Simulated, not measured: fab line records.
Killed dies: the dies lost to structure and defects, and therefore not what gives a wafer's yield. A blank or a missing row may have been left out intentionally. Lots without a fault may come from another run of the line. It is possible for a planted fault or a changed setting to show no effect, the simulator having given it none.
Split-lot trial | flow n5Finfet | 7 lots, 21 wafers read, on a route of 1938 steps

== THE SPLIT ITSELF ==
At N5_BEOL_M4_DESCUM_16 (chemistry O2, time 7 s), the setting timeS was moved away from the recipe's 7 s on 7 of the 21 wafers read, by -22.4% to +18.5%. This setting was run at the recipe's value on the other wafers.

== BETWEEN THE SPLIT AND THE READING: the file shows 1 step in between ==
- N5_BEOL_M4_ETCH_74: etches underlayer in N2/H2, target depth 6.5 nm, time 5.2 s

== THE READING ==
CAR-EUV_of_BEOL_M4_COAT_05.thkNm (the simulator's own value, which no gauge read), in nm, at N5_BEOL_M4_ETCH_63 (etches SiARC in CF4, target depth 15.6 nm, time 26 s). No usual value for it is given in the file. Average 11.1 nm, standard deviation 0.096 nm, over the 14 wafers here run with the recipe.

wafer  | tool, chamber at the split | timeS as run, s | against the recipe | CAR-EUV_of_BEOL_M4_COAT_05.thkNm, nm | against lot-mates on the recipe
L075.1 | rieDiel-06, 2              | 8.294           | +18.5%             | 10.6                                 | -0.4
L075.3 | rieDiel-06, 3              | 8.294           | +18.5%             | 10.6                                 | -0.4
L075.5 | rieDiel-06, 2              | 7               | recipe             | 11                                   | -
L076.1 | rieDiel-04, 3,1,0          | 7               | recipe             | 11.2                                 | -
L076.2 | rieDiel-04, 3,1,0          | 7               | recipe             | 11.2                                 | -
L076.4 | rieDiel-04, 3,1,0          | 7               | recipe             | 11.2                                 | -
L079.1 | rieDiel-02, 2,1            | 5.709           | -18.4%             | 11.8                                 | +0.6
L079.2 | rieDiel-02, 2,1            | 5.709           | -18.4%             | 11.8                                 | +0.6
L079.4 | rieDiel-02, 0              | 7               | recipe             | 11.2                                 | -
L084.4 | rieDiel-06, 3              | 7               | recipe             | 11.2                                 | -
L084.5 | rieDiel-06, 2              | 5.853           | -16.4%             | 11.8                                 | +0.7
L084.6 | rieDiel-06, 1              | 7               | recipe             | 11                                   | -
L088.1 | rieDiel-04, 0,2            | 5.429           | -22.4%             | 12                                   | +0.8
L088.4 | rieDiel-04, 0,2            | 5.429           | -22.4%             | 12                                   | +0.8
L088.2 | rieDiel-04, 1              | 7               | recipe             | 11.2                                 | -
L094.1 | rieDiel-04, 2,0            | 7               | recipe             | 11                                   | -
L094.5 | rieDiel-04, 2,0            | 7               | recipe             | 11                                   | -
L094.6 | rieDiel-04, 1              | 7               | recipe             | 11                                   | -
L096.1 | rieDiel-04, 1,2            | 7               | recipe             | 11.2                                 | -
L096.4 | rieDiel-04, 1,2            | 7               | recipe             | 11.2                                 | -
L096.6 | rieDiel-04, 3              | 7               | recipe             | 11.2                                 | -
The file does not say which wafer passed through which chamber wherever a row lists several chambers: such a row stands for several wafers.

THE FIT
A straight line over all 21 wafers: CAR-EUV_of_BEOL_M4_COAT_05.thkNm changes by -0.0352 nm for each +1% of timeS; r = -0.97; the points scatter about the line by 0.094 nm.
The same after taking each lot's own level away (the mean of its wafers on the recipe; 21 wafers): -0.0311 nm for each +1%; r = -0.98; scatter 0.076 nm.
On that fit, the largest move of timeS shifts the reading by 0.7 nm.
The span of the lots' own levels, 11.00 to 11.20 nm, comes to 2.1 times the standard deviation stated above.
So the lot-to-lot level changes the slope: the two fits differ.
Check: +0.719 nm against its lot-mates is what the line predicts for one of the wafers moved furthest among these (-22.4%) when that wafer is left out of the fit. Against them it came out at +0.8 nm.

== OTHER SPLITS ON THESE WAFERS ==
These wafers also went through other splits before the reading. Each is held against what the fit with the lots' levels taken away leaves over:
other split on the same wafers | wafers away from the commonest value | r with CAR-EUV_of_BEOL_M4_COAT_05.thkNm (lot level and that fit taken away)
N5_BEOL_M3_COAT_22 spinRpm     | 8                                    | -0.04

== THE WHOLE CHAIN: every reading that the file lists as answering this split, in the file's order ==
step                 | what it does                                                | reading                                                                           | change (the file's fit)                | r (the file's)
N5_BEOL_M4_DESCUM_16 | chemistry O2, time 7 s                                      | CAR-EUV_of_BEOL_M4_COAT_05.thkNm (the simulator's own value, which no gauge read) | -0.0342 nm for each +1% of the setting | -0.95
N5_BEOL_M4_ETCH_74   | etches underlayer in N2/H2, target depth 6.5 nm, time 5.2 s | CAR-EUV_of_BEOL_M4_COAT_05.thkNm (the simulator's own value, which no gauge read) | -0.0386 nm for each +1% of the setting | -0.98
N5_BEOL_M4_ETCH_63   | etches SiARC in CF4, target depth 15.6 nm, time 26 s        | CAR-EUV_of_BEOL_M4_COAT_05.thkNm (the simulator's own value, which no gauge read) | -0.0329 nm for each +1% of the setting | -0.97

== THE FILE'S OWN FIT ==
CAR-EUV_of_BEOL_M4_COAT_05.thkNm changes by -0.0329 nm for each +1% of timeS, r = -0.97.
